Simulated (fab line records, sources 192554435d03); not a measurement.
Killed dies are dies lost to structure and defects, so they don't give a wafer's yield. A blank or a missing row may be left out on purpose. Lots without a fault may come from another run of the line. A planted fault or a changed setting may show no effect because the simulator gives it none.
One fault seen from 2 desks | flow n5_finfet | each desk has only its own numbers; what lay behind them comes last

THE METROLOGY DESK
What the gauges read, lot by lot, whatever tool the lot ran on: means of the sampled wafers that have a number. A lot is out of limits, marked OUT, if its mean lies more than 4 standard deviations from the usual mean; the brackets give that distance.
Columns: A = cd_nm at N5_BEOL_M15_CD_MEAS_17, usual 360.9 nm; B = M15_RS at N5_BEOL_M15_RS_MEAS_54, usual 0.0216 ohm/sq
lot  | first seen here | A     | B
L566 | day 12 22:40    | 361.8 | 0.0217
L564 | day 12 23:58    | 360.6 | 0.0217
L567 | day 13 02:16    | 361.0 | 0.0218
L565 | day 13 07:22    | 361.9 | 0.0218
L569 | day 14 11:29    | 363.9 | 0.0215
L579 | day 17 03:58    | 361.0 | 0.0223
L582 | day 17 11:00    | 359.7 | 0.0218
L578 | day 17 16:41    | 361.7 | 0.0218
L583 | day 18 04:54    | 360.5 | 0.0217
L586 | day 19 01:07    | 361.5 | 0.0219
This desk's finding: nothing out of limits on any of the 10 lots.

THE TOOL OWNER'S DESK: rie_diel-01
The tool's own readings at N5_BEOL_M15_TRENCH_ETCH_34 (etches SiO2 in C4F8/O2/Ar, target depth 872.93 nm, time 199 s): means of the sampled wafers that have a number, for each lot that ran on this tool. A lot is out of limits, marked OUT, if its mean lies more than 4 standard deviations from the usual mean; the brackets give that distance. Of its 8 readings 7 are shown: the one that was out of limits first, and those that lie furthest out on some lot.
Columns: A = bias_w at N5_BEOL_M15_TRENCH_ETCH_34, usual 2040 W; B = drypump_motor_current_A at N5_BEOL_M15_TRENCH_ETCH_34, usual 5.9 A; C = mfc_ar_sccm at N5_BEOL_M15_TRENCH_ETCH_34, usual 400.1 sccm; D = oes_o_777_au at N5_BEOL_M15_TRENCH_ETCH_34, usual 0.81 a.u.; E = oes_product_au at N5_BEOL_M15_TRENCH_ETCH_34, usual 0.81 a.u.; F = rf_vpp_V at N5_BEOL_M15_TRENCH_ETCH_34, usual 2228 V; G = throttle_valve_pct at N5_BEOL_M15_TRENCH_ETCH_34, usual 30.95 %
lot  | first seen here | A              | B   | C     | D    | E    | F    | G
L567 | day 13 03:18    | 2038           | 5.8 | 399.7 | 0.88 | 0.87 | 2207 | 30.89
L569 | day 14 12:35    | 2047           | 6.1 | 401.4 | 0.83 | 0.83 | 2233 | 31.18
L579 | day 17 05:01    | 1958 (-12) OUT | 5.8 | 399.2 | 0.84 | 0.81 | 2111 | 31.05
L578 | day 17 17:47    | 1954 (-13) OUT | 5.8 | 400.9 | 0.84 | 0.83 | 2171 | 30.77
This desk's finding: out of limits on L578, L579; first on L579, day 17 05:01 (bias_w at N5_BEOL_M15_TRENCH_ETCH_34). In limits: L567, L569.

PUT TOGETHER
The tool owner's desk could have raised an alarm at day 17 05:01, on L578, L579.
The metrology desk saw nothing out of limits.
The metrology desk has L578, L579 on record, within its limits.
Of the lots named, all ran N5_BEOL_M15_TRENCH_ETCH_34 on rie_diel-01.

WHAT THE SIMULATOR HAD PUT IN
Process parameter drift: rie_diel-01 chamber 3, from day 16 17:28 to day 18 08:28, at N5_BEOL_M15_TRENCH_ETCH_34. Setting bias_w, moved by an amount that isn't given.
Lots struck among those shown: L578, L579.
Hours from the fault's start to each desk's first reading out of limits: the tool owner's desk, 12.
